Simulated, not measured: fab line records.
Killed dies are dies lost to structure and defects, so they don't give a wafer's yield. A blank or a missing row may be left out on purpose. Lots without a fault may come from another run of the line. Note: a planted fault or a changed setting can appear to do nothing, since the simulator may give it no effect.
Which tool was responsible? ; flow nand-harc ; 39 wafers from 13 lots sampled at 4 of the route's 1302 steps

== WHAT THE GAUGES READ, wafer by wafer ==
Not one reading of a measure or inspect step in the record can be checked against a usual standard deviation.

== WHICH TOOL RAN EACH LOT (tool, then ch and the chambers of the sampled wafers, then the start) ==
lot;NHARC_A_CHANNEL_FILL_D1_ALD_25;NHARC_A_CHANNEL_FILL_D1_ETCHBACK_08;NHARC_A_DECK1_JOINT_ETCHBACK_00;NHARC_A_DECK1_JOINT_CMP_02
L448;ald-hk-02 ch 1,2,3, day 10 10:23;rie-diel-12 ch 0,1,2, day 11 08:58 or earlier;rie-si-02 ch 1,2,3, day 11 08:58;cmp-02 ch 0,1,3, day 12 11:14
L449;ald-hk-03 ch 0,2,3, day 11 00:42;rie-diel-02 ch 0,1,2, day 11 22:28 or earlier;rie-si-02 ch 0,1,2, day 11 22:28;cmp-01 ch 1,2,3, day 12 18:11
L450;ald-hk-02 ch 0,1,2, day 11 00:48;rie-diel-02 ch 1,2,3, day 11 22:28 or earlier;rie-si-03 ch 2,3, day 11 22:28;cmp-02 ch 1,3, day 12 18:11
L451;ald-hk-03 ch 0,1,3, day 11 15:00;rie-diel-12 ch 0,1,2, day 12 13:37 or earlier;rie-si-03 ch 0,2,3, day 12 13:37;cmp-01 ch 0,1,3, day 13 15:57
L453;ald-hk-02 ch 0,2,3, day 12 04:45;rie-diel-10 ch 1,3, day 13 03:19 or earlier;rie-si-02 ch 1,2,3, day 13 03:19;cmp-02 ch 0,1,3, day 14 06:07
L452;ald-hk-03 ch 1,2, day 12 04:45;rie-diel-10 ch 0,2,3, day 13 03:21 or earlier;rie-si-05 ch 0,1,2, day 13 03:21;cmp-01 ch 0,1,2, day 14 06:08
L455;ald-hk-02 ch 0,1,3, day 13 19:02;rie-diel-10 ch 1,2,3, day 14 17:19 or earlier;rie-si-05 ch 0,1,2, day 14 17:19;cmp-03 ch 0,1,2, day 15 16:48
L456;ald-hk-03 ch 0,1,2, day 13 20:16;rie-diel-12 ch 1,2, day 14 17:19 or earlier;rie-si-03 ch 0,1,3, day 14 17:19;cmp-02 ch 2,3, day 15 16:45
L457;ald-hk-03 ch 1,2, day 14 04:16;rie-diel-02 ch 1,3, day 15 02:05 or earlier;rie-si-05 ch 0,2,3, day 15 02:05;cmp-01 ch 0,1,2, day 16 02:40
L458;ald-hk-03 ch 0,1,3, day 14 11:15;rie-diel-02 ch 0,1,2, day 15 09:54 or earlier;rie-si-02 ch 1,2,3, day 15 09:54;cmp-01 ch 0,1,2, day 16 09:16
L459;ald-hk-02 ch 0,1, day 15 00:01;rie-diel-02 ch 0,2,3, day 15 22:40 or earlier;rie-si-03 ch 0,2,3, day 15 22:40;cmp-03 ch 1,2, day 16 21:31
L460;ald-hk-03 ch 0,1,2, day 15 06:35;rie-diel-10 ch 0,1,3, day 16 05:04 or earlier;rie-si-02 ch 0,2,3, day 16 05:04;cmp-01 ch 0,1,2, day 17 05:37
L468;ald-hk-02 ch 1,2,3, day 19 07:28;rie-diel-02 ch 1,2,3, day 20 09:13 or earlier;rie-si-02 ch 0,1,2, day 20 09:13;cmp-03 ch 0,2,3, day 21 08:11
- NHARC_A_CHANNEL_FILL_D1_ALD_25: deposits SiOx, target thk 60 nm, pulse time 10 s, ald cycles 600.
- NHARC_A_CHANNEL_FILL_D1_ETCHBACK_08: etches the open film in C4F8, target depth 220 nm, time 110 s.
- NHARC_A_DECK1_JOINT_ETCHBACK_00: etches the open film in HBr, target depth 30 nm, time 17.4 s.
- NHARC_A_DECK1_JOINT_CMP_02: polishes SiOx.

== AS READ BY THE TOOLS THEMSELVES (means over the sampled wafers that have a number; for cases with no such wafer, the mark the record gives instead) ==
NHARC_A_CHANNEL_FILL_D1_ALD_25.
lot;tool;heater-power-w (W);precursor-pulse-height-rel
L448;ald-hk-02;465;0.990
L449;ald-hk-03;475;1.007
L450;ald-hk-02;522;0.994
L451;ald-hk-03;516;1.006
L453;ald-hk-02;470;1.023
L452;ald-hk-03;564;1.003
L455;ald-hk-02;485;1.003
L456;ald-hk-03;526;1.002
L457;ald-hk-03;578;1.010
L458;ald-hk-03;518;1.015
L459;ald-hk-02;533;0.998
L460;ald-hk-03;540;0.991
L468;ald-hk-02;467;0.998

NHARC_A_CHANNEL_FILL_D1_ETCHBACK_08.
lot;tool;oes-product-au (a.u.);rf-vpp-V (V)
L448;rie-diel-12;0.93;439.7
L449;rie-diel-02;1.00;440.5
L450;rie-diel-02;0.99;440.5
L451;rie-diel-12;0.95;439.1
L453;rie-diel-10;0.99;438.1
L452;rie-diel-10;0.99;439.3
L455;rie-diel-10;0.99;438.1
L456;rie-diel-12;1.01;438.0
L457;rie-diel-02;0.89;441.8
L458;rie-diel-02;0.92;439.9
L459;rie-diel-02;0.92;440.8
L460;rie-diel-10;0.99;439.4
L468;rie-diel-02;0.98;441.1

NHARC_A_DECK1_JOINT_ETCHBACK_00.
lot;tool;drypump-motor-current-A (A);oes-product-au (a.u.);throttle-valve-pct (%)
L448;rie-si-02;6.3;0.998;23.262
L449;rie-si-02;5.8;1.000;23.267
L450;rie-si-03;6.0;0.996;23.276
L451;rie-si-03;6.1;1.000;23.275
L453;rie-si-02;6.2;1.015;23.269
L452;rie-si-05;6.2;1.004;23.268
L455;rie-si-05;6.2;1.005;23.261
L456;rie-si-03;6.3;1.006;23.264
L457;rie-si-05;6.3;1.009;23.269
L458;rie-si-02;6.3;1.006;23.263
L459;rie-si-03;6.1;1.009;23.278
L460;rie-si-02;5.9;1.010;23.260
L468;rie-si-02;5.8;1.077;23.264

NHARC_A_DECK1_JOINT_CMP_02.
lot;tool;motor-current-A (A);retaining-ring-pressure-frac
L448;cmp-02;10.7;0.996
L449;cmp-01;11.7;1.004
L450;cmp-02;11.1;1.002
L451;cmp-01;12.1;1.000
L453;cmp-02;10.8;1.001
L452;cmp-01;12.2;1.001
L455;cmp-03;11.9;1.001
L456;cmp-02;10.9;1.001
L457;cmp-01;12.5;0.999
L458;cmp-01;12.3;1.000
L459;cmp-03;12.7;1.003
L460;cmp-01;11.9;1.006
L468;cmp-03;11.0;1.000

== THE ANSWER, worked out from the rows above alone ==
Rule: the lots themselves supply what counts as usual. The widest of any qualifying gaps counts: lots, ordered by their means at a reading, are off when they make up no more than a third of the lots, leave a main group of 4 or more, and stand apart from it by 3 or more times the standard deviation of that group's means. If all means in a main group match to the digits the tables above print for the reading, that group is not used. Also off: a lot with no number at a reading for which 4 or more lots have one. The other lots that the step has rows for count as sound. Order of review: gauges by route order, followed by the tools' own readings, for which a lot's mean as printed above is used. The first step at which some lot is off is used, and at that step the reading that is off furthest; a lot without a number counts as furthest.
Off at NHARC_A_DECK1_JOINT_ETCHBACK_00 (oes-product-au): L468. Mean 1.005 a.u. and standard deviation 0.0053 in the main group.
A tool fits if, at that step or a process step before it, it ran every lot that is off, and no sound lot after the first of them. NHARC_A_CHANNEL_FILL_D1_ETCHBACK_08 gives no start for some lots, so the hours and the order of its lots are those of NHARC_A_DECK1_JOINT_ETCHBACK_00. Can't be told from this: 3 tools fit, ald-hk-02 at NHARC_A_CHANNEL_FILL_D1_ALD_25, rie-diel-02 at NHARC_A_CHANNEL_FILL_D1_ETCHBACK_08, rie-si-02 at NHARC_A_DECK1_JOINT_ETCHBACK_00.

== WHAT WAS PUT IN BY THE SIMULATOR ==
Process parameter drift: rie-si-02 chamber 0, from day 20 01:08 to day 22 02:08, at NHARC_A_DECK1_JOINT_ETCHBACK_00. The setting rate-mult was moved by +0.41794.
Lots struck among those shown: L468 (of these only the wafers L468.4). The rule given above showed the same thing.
